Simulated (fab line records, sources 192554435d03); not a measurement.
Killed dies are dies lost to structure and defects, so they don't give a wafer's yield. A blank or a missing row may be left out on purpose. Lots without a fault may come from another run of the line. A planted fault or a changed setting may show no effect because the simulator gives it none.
Chamber matching | flow n5_finfet | N5_BEOL_M7_ILD_DEP_00 on pecvd-02: 3 sister chambers
The step deposits SiCOH lowk from DEMS/porogen, target thk 179.75 nm, time 33.4 s. 3 wafers are shown with their chamber, then 11 later ones without.

WAFERS WITH THEIR CHAMBER
wafer  | chamber | heater_power_w (W)
L091.1 | 1       | 423
L091.2 | 2       | 336
L090.1 | 0       | 246

WAFERS WITHOUT THEIR CHAMBER
wafer  | heater_power_w (W)
L090.2 | 298
L090.3 | 389
L090.4 | 249
L090.5 | 388
L090.6 | 293
L093.2 | 257
L093.5 | 281
L093.6 | 445
L097.1 | 433
L097.5 | 448
L097.6 | 350

WHICH CHAMBER EACH WENT THROUGH
wafer  | from the rows above     | in truth
L090.2 | can't be placed: 2 or 0 | 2
L090.3 | can't be placed: 1 or 2 | 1
L090.4 | 0                       | 0
L090.5 | can't be placed: 1 or 2 | 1
L090.6 | can't be placed: 2 or 0 | 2
L093.2 | 0                       | 0
L093.5 | can't be placed: 0 or 2 | 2
L093.6 | 1                       | 1
L097.1 | 1                       | 1
L097.5 | 1                       | 1
L097.6 | 2                       | 2
Placed correctly: 6 of 11. Can't be placed from these rows: 5 (the true chamber is among the candidates in 5). Placed wrongly: 0.
How it was worked out, from the rows above alone: a wafer's distance from a chamber is the root of the sum, over the readings, of the square of ((its reading less the chamber's mean) divided by the reading's scatter). The wafer belongs to the nearest chamber; if the next one is less than 2 further off, it can't be placed. A chamber's mean is the mean of its shown wafers. The scatter: with one shown wafer a chamber, the root of the mean of the squares of how far each hidden wafer lies from its nearest shown one.
